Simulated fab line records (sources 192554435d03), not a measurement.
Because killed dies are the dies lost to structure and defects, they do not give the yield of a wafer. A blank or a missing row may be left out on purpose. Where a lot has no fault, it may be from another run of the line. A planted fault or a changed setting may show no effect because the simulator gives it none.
Struck lot and sound lot, side by side + flow n5 finfet + 14 steps out of a route of 1938
Sound: the wafers L150.2, L150.5, L150.6. Wafers struck: L159.1, L159.2, L159.5. The cause comes at the end.
Order at every step that has rows: each side's tool, ch and its chambers, its first start. Under that, the readings that differ: sound wafers + struck wafers + difference of the means + sigmas: that difference in standard deviations of wafers without a fault.
alike: readings with means less than 2 such deviations apart, plus words and numbers identical on both sides. not compared: withheld readings, readings lacking a value on some wafer, bounds such as >300 that could conceal the same value, and numbers that have no deviation in the record and whose values overlap.
A row with sigmas, a row that says differs or no value, or rows on one side alone: a step with any of these is where the two part. Non-overlapping numbers with no deviation appear without sigmas and do not part them. Lack of a reading on every wafer of one side parts them only where that side has two or more wafers.

first, 8 steps without rows for these wafers: N5_MIM_BOT_LITHO_HMDS_01 (time 60 s); N5_MIM_BOT_LITHO_COAT_02; N5_MIM_BOT_LITHO_EBR_04; N5_MIM_BOT_LITHO_SOFTBAKE_03 (time 90 s); N5_MIM_BOT_LITHO_EXPOSE_05 (exposes mask MIM BOT); N5_MIM_BOT_LITHO_PEB_06; N5_MIM_BOT_LITHO_DEVELOP_07 (develop time 60 s); N5_MIM_BOT_LITHO_HARDBAKE_09 (time 120 s).
N5_MIM_BOT_LITHO_CD_MEAS_08 targets a cd of 3000 nm.
  sound on cd sem-02 ch 0, day 11 19:47; struck on cd sem-03 ch 0, day 14 08:47
  alike: cd nm
N5_MIM_BOT_LITHO_OVL_MEAS_11:
  sound on overlay-02 ch 0, day 11 19:49; struck on overlay-02 ch 0, day 14 08:49
  alike: MIM_BOT_OVL
N5_MIM_BOT_LITHO_INSPECT_12: inspects for defects (macro).
  struck on defect inspect-01, day 14 08:50; sound on defect inspect-02, day 11 19:50
  alike: raw defect count
N5_MIM_BOT_LITHO_DESCUM_10: chemistry O2, time 7.9 s.
  sound on rie diel-01 ch 0,1,2, day 11 19:53; struck on rie diel-02 ch 1,2,3, day 14 09:07
  alike: drypump motor current A, oes product au, rf vpp V, showerhead plenum p Torr, throttle valve pct
  not compared: rf hours counter h
N5_MIM_BOT_ETCH_ETCH_04: etches SiNx in CF4/O2, target depth 26 nm, time 13 s.
  sound on rie diel-01 ch 0,1,2, day 11 19:56; struck on rie diel-02 ch 1,2,3, day 14 09:11
| reading                         | sound             | struck            | difference | sigmas |
|---------------------------------|-------------------|-------------------|------------|--------|
| cf4 flow sccm (sccm)            | 99.9 100.1 100.1  | 129.9 130.1 130.0 | +30.0      | +97    |
| oes_o_777_au (a.u.)             | 0.74 0.88 0.83    | 0.70 0.64 0.55    | -0.19      | -2     |
| rf vpp V (V)                    | 235 236 237       | 249 244 249       | +11        | +4     |
| showerhead plenum p Torr (Torr) | 2.18 2.24 2.14    | 2.55 2.44 2.41    | +0.28      | +4     |
| throttle valve pct (%)          | 15.81 15.45 15.79 | 16.73 17.39 17.23 | +1.43      | +6     |
| model.etch.depth nm (nm)        | 26.07 26.55 26.5  | 26.83 27.05 26.78 | +0.51      |        |
  alike: bias w, drypump motor current A, oes product au
  not compared: rf hours counter h
N5_MIM_BOT_ETCH_ETCH_03: etches the open film in Cl2/BCl3, target depth 12 nm.
  sound on rie metal-03 ch 0,1, day 11 20:02; struck on rie metal-01 ch 0,1, day 14 09:16
  alike: bcl3 flow sccm, bias w, drypump motor current A, oes product au, throttle valve pct
  not compared: rf hours counter h

== WHERE THEY PART ==
Only at N5_MIM_BOT_ETCH_ETCH_04, within this record. Later steps at which nothing parts them and some readings are alike: N5_MIM_BOT_ETCH_ETCH_03.

WHY: what the simulator had put in
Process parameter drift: rie diel-02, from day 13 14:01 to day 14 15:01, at N5_MIM_BOT_ETCH_ETCH_04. The setting cf4 flow sccm was moved by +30, starting from 100. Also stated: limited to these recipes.
